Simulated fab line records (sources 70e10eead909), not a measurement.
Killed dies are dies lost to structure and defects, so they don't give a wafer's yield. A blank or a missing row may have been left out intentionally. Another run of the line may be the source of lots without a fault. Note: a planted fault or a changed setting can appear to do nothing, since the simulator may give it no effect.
A lot that was struck, set against a sound lot	flow nand-harc	15 out of 1159 route steps
Sound: wafers L373.1, L373.2, L373.4. Struck: wafer L360.6. (L360.3, L360.4 of the same lot were not struck and are left out.) The cause comes at the end.
At each step with rows: each side's tool, then ch and its chambers, then its first start. Under that, the readings that differ: sound wafers	struck wafers	difference of the means	sigmas: that difference in standard deviations of wafers without a fault.
alike: words and numbers the same on both sides, and readings whose means are apart by under 2 such deviations; not compared: readings that were withheld, readings missing a value for some wafer, numbers with overlapping values and no deviation given by the record, and bounds like >300 which may hide the same value.
The two part at a step that has a row with sigmas, a row that says differs or no value, or rows on one side only. Non-overlapping numbers with no deviation appear without sigmas and do not part them. A reading that every wafer of one side lacks parts them only if that side has two wafers or more.

first, 4 steps without rows for these wafers: NHARC_P_GATE_EBR_22; NHARC_P_GATE_EXPOSE_23 (exposes mask P GATE, target cd 120 nm); NHARC_P_GATE_PEB_24 (peb time 65 s); NHARC_P_GATE_DEVELOP_25 (develop time 35 s).
NHARC_P_GATE_CD_MEAS_26 targets a cd of 120 nm.
  sound on cd-sem-02 ch 0, day 9 07:23; struck on cd-sem-03 ch 0, day 5 18:38
  alike: cd-nm
NHARC_P_GATE_OVL_MEAS_27:
  struck on overlay-01, day 5 18:43; sound on overlay-02, day 9 07:28
reading	sound	struck	difference	sigmas
overlay-y-nm (nm)	2.3 2.2 1.9	-0.3	-2.4	-2
  alike: overlay-x-nm
NHARC_P_GATE_INSPECT_28:
  struck on defect-inspect-01, day 5 18:45; sound on defect-inspect-02, day 9 07:30
  alike: raw-defect-count
NHARC_P_GATE_DESCUM_31: chemistry O2, time 3 s.
  sound on rie-diel-01 ch 0,1,3, day 9 07:35; struck on rie-diel-01 ch 1, day 5 18:51
reading	sound	struck	difference	sigmas
throttle-valve-pct (%)	11.318 11.312 11.288	11.328	+0.022	+2
  alike: drypump-motor-current-A, oes-product-au, rf-vpp-V, showerhead-plenum-p-Torr
  not compared: rf-hours-counter-h
NHARC_P_GATE_ETCH_104: etches the open film in CF4/CHF3, target depth 60 nm.
  sound on rie-diel-01 ch 0,1,2, day 9 07:40; struck on rie-diel-01 ch 0, day 5 19:16
  alike: bias-w, drypump-motor-current-A, oes-product-au, rf-vpp-V, showerhead-plenum-p-Torr, throttle-valve-pct
NHARC_P_GATE_HM_OPEN_105: chemistry O2/COS, target depth 360 nm.
  sound on rie-diel-01 ch 1,2,3; struck on rie-diel-01 ch 3
  alike: bias-w, drypump-motor-current-A, oes-product-au, rf-vpp-V, showerhead-plenum-p-Torr, throttle-valve-pct
  not compared: rf-hours-counter-h
then, 1 step without rows for these wafers: NHARC_P_GATE_STRIP_106 (strips in O2/COS).
NHARC_P_GATE_ETCH_114: etches the open film in CF4/O2, target depth 30 nm, overetch 3 nm, time 16.5 s.
  sound on rie-diel-01 ch 0,1,3; struck on rie-diel-01 ch 0
reading	sound	struck	difference	sigmas
throttle-valve-pct (%)	13.403 13.403 13.409	13.382	-0.023	-3
  alike: bias-w, drypump-motor-current-A, oes-product-au, rf-vpp-V, showerhead-plenum-p-Torr
  not compared: rf-hours-counter-h
NHARC_P_GATE_ETCH_32: etches the open film in HBr/Cl2, target depth 150 nm, time 100.1 s.
  sound on rie-si-02 ch 1,2,3, day 9 08:03; struck on rie-si-02 ch 3, day 5 20:04
reading	sound	struck	difference	sigmas
over-etch-frac	1 1 1	1.5888	+0.5888	
  alike: bias-w, drypump-motor-current-A, he-backside-leak-sccm, oes-product-au, throttle-valve-pct
  not compared: rf-hours-counter-h
NHARC_P_GATE_STRIP_108: strips in O2.
  sound on rie-diel-08 ch 0,1,2, day 9 08:13; struck on rie-diel-08 ch 1, day 5 20:14
  alike: drypump-motor-current-A, oes-product-au, rf-vpp-V, showerhead-plenum-p-Torr, throttle-valve-pct
  not compared: rf-hours-counter-h
-- break in the record here, with 16 days between the starts of the struck wafers on either side (left off in module P_GATE, picked up again in module END, where the first step shown is number 1159 on the route) --
NHARC_END_SORT_01:
  sound on prober-02 ch 0, day 23 13:27; struck on prober-02 ch 0, day 21 15:44
  alike: killed-at-array, killed-at-other, killed-at-periphery, killed-dies, killed-open, killed-short

## WHERE THEY PART
Earliest at NHARC_P_GATE_OVL_MEAS_27; latest, in this record, at NHARC_P_GATE_ETCH_114. Later steps at which nothing parts them and some readings are alike: NHARC_P_GATE_ETCH_32, NHARC_P_GATE_STRIP_108, NHARC_END_SORT_01.

WHY: whatever the simulator had introduced
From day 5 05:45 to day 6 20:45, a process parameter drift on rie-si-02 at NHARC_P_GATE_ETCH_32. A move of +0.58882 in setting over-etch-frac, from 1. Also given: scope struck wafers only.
